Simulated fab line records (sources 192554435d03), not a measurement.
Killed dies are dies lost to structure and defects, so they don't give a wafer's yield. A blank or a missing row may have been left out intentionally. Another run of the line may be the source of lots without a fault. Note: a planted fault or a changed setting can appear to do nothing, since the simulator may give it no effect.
Matching of chambers :: flow n5 finfet :: N5_BEOL_M0_CUTY_ETCH_63 on rie diel-01 has 4 sister chambers
The step etches SOC in N2/H2, target depth 82.7 nm, overetch 16.5 nm, time 124 s. 4 wafers are shown with their chamber, then 8 later ones without.

== EACH WAFER AND ITS CHAMBER ==
wafer: L082.2
chamber: 2
showerhead plenum p Torr (Torr): 2.55

wafer: L085.2
chamber: 3
showerhead plenum p Torr (Torr): 2.42

wafer: L085.4
chamber: 0
showerhead plenum p Torr (Torr): 2.59

wafer: L086.2
chamber: 1
showerhead plenum p Torr (Torr): 2.69

== WAFERS MISSING THEIR CHAMBER ==
wafer: L086.4
showerhead plenum p Torr (Torr): 2.41

wafer: L086.6
showerhead plenum p Torr (Torr): 2.69

wafer: L090.1
showerhead plenum p Torr (Torr): 2.41

wafer: L090.3
showerhead plenum p Torr (Torr): 2.54

wafer: L090.5
showerhead plenum p Torr (Torr): 2.59

wafer: L095.2
showerhead plenum p Torr (Torr): 2.54

wafer: L095.4
showerhead plenum p Torr (Torr): 2.68

wafer: L095.5
showerhead plenum p Torr (Torr): 2.54

== THE CHAMBER EACH PASSED THROUGH ==
wafer: L086.4
from the rows above: 3
in truth: 3

wafer: L086.6
from the rows above: 1
in truth: 1

wafer: L090.1
from the rows above: 3
in truth: 3

wafer: L090.3
from the rows above: 2
in truth: 2

wafer: L090.5
from the rows above: 0
in truth: 0

wafer: L095.2
from the rows above: 2
in truth: 2

wafer: L095.4
from the rows above: 1
in truth: 1

wafer: L095.5
from the rows above: 2
in truth: 2
Correctly placed: 8 of 8. Not placeable from these rows: 0. Wrongly placed: 0.
How it was worked out, from the rows above alone: a wafer's distance from a chamber is the root of the sum, over the readings, of the square of ((its reading less the chamber's mean) divided by the reading's scatter). The wafer belongs to the nearest chamber; if the next one is less than 2 further off, it can't be placed. A chamber's mean is the mean of its shown wafers. The scatter: root of mean squared gap, hidden wafer to nearest shown wafer, with one shown wafer a chamber.
